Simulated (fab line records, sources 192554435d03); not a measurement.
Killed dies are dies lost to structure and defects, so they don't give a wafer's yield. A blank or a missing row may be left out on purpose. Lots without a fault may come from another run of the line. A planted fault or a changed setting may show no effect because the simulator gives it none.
Chamber matching | flow n5_finfet | N5_GATE_CUT_ALD_22 on ald_sin-04: 4 sister chambers
The step deposits SiNx, target thk 16 nm, pulse time 1 s, ald cycles 320. 20 wafers are shown with their chamber, then 10 later ones without.

WAFERS WITH THEIR CHAMBER
wafer  | chamber | heater_power_outer_w (W) | heater_power_w (W) | precursor_pulse_height_rel
L077.1 | 3       | 480                      | 817                | 1.015
L077.2 | 0       | 569                      | 860                | 1.001
L077.5 | 3       | 493                      | 814                | 1.011
L079.1 | 3       | 491                      | 802                | 1.007
L079.2 | 0       | 558                      | 876                | 1.050
L079.6 | 0       | 558                      | 871                | 0.988
L080.1 | 1       | 445                      | 837                | 0.967
L080.2 | 0       | 574                      | 841                | 0.983
L080.4 | 3       | 487                      | 822                | 1.012
L082.1 | 3       | 490                      | 828                | 0.986
L082.2 | 0       | 562                      | 853                | 1.005
L082.6 | 0       | 565                      | 848                | 1.000
L083.1 | 1       | 428                      | 814                | 0.986
L083.2 | 3       | 493                      | 800                | 1.003
L083.5 | 0       | 584                      | 837                | 1.024
L085.1 | 2       | 551                      | 896                | 0.996
L085.3 | 3       | 476                      | 797                | 1.014
L085.5 | 1       | 433                      | 827                | 1.012
L087.1 | 2       | 552                      | 878                | 0.989
L087.4 | 1       | 438                      | 798                | 1.010

SIGNATURES (means of the wafers above)
reading                    | chamber 0 | chamber 1 | chamber 2 | chamber 3 | scatter within a chamber
heater_power_outer_w       | 567.14    | 436.00    | 551.50    | 487.14    | 7.74
heater_power_w             | 855.14    | 819.00    | 887.00    | 811.43    | 14.1
precursor_pulse_height_rel | 1.00729   | 0.99375   | 0.99250   | 1.00686   | 0.018
Rule: a wafer's distance from a chamber is the root of the sum, over the readings, of the square of ((its reading less the chamber's mean) divided by the reading's scatter). The wafer belongs to the nearest chamber; if the next one is less than 2 further off, it can't be placed. The scatter: the root of (the sum of the squares of (reading less its chamber's mean) over the shown wafers, divided by (wafers less chambers)).

WAFERS WITHOUT THEIR CHAMBER
wafer  | heater_power_outer_w (W) | heater_power_w (W) | precursor_pulse_height_rel
L087.5 | 536                      | 888                | 1.021
L093.1 | 562                      | 847                | 1.018
L093.5 | 562                      | 847                | 0.986
L093.6 | 443                      | 828                | 0.991
L094.2 | 566                      | 861                | 0.999
L094.4 | 533                      | 930                | 0.984
L094.6 | 582                      | 861                | 1.000
L096.2 | 581                      | 862                | 0.986
L096.4 | 435                      | 803                | 1.016
L096.6 | 546                      | 895                | 0.994

WHICH CHAMBER EACH WENT THROUGH
wafer  | from the rows above     | in truth
L087.5 | 2                       | 2
L093.1 | 0                       | 0
L093.5 | can't be placed: 0 or 2 | 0
L093.6 | 1                       | 1
L094.2 | 0                       | 0
L094.4 | 2                       | 2
L094.6 | 0                       | 0
L096.2 | 0                       | 0
L096.4 | 1                       | 1
L096.6 | 2                       | 2
Placed correctly: 9 of 10. Can't be placed from these rows: 1 (the true chamber is among the candidates in 1). Placed wrongly: 0.
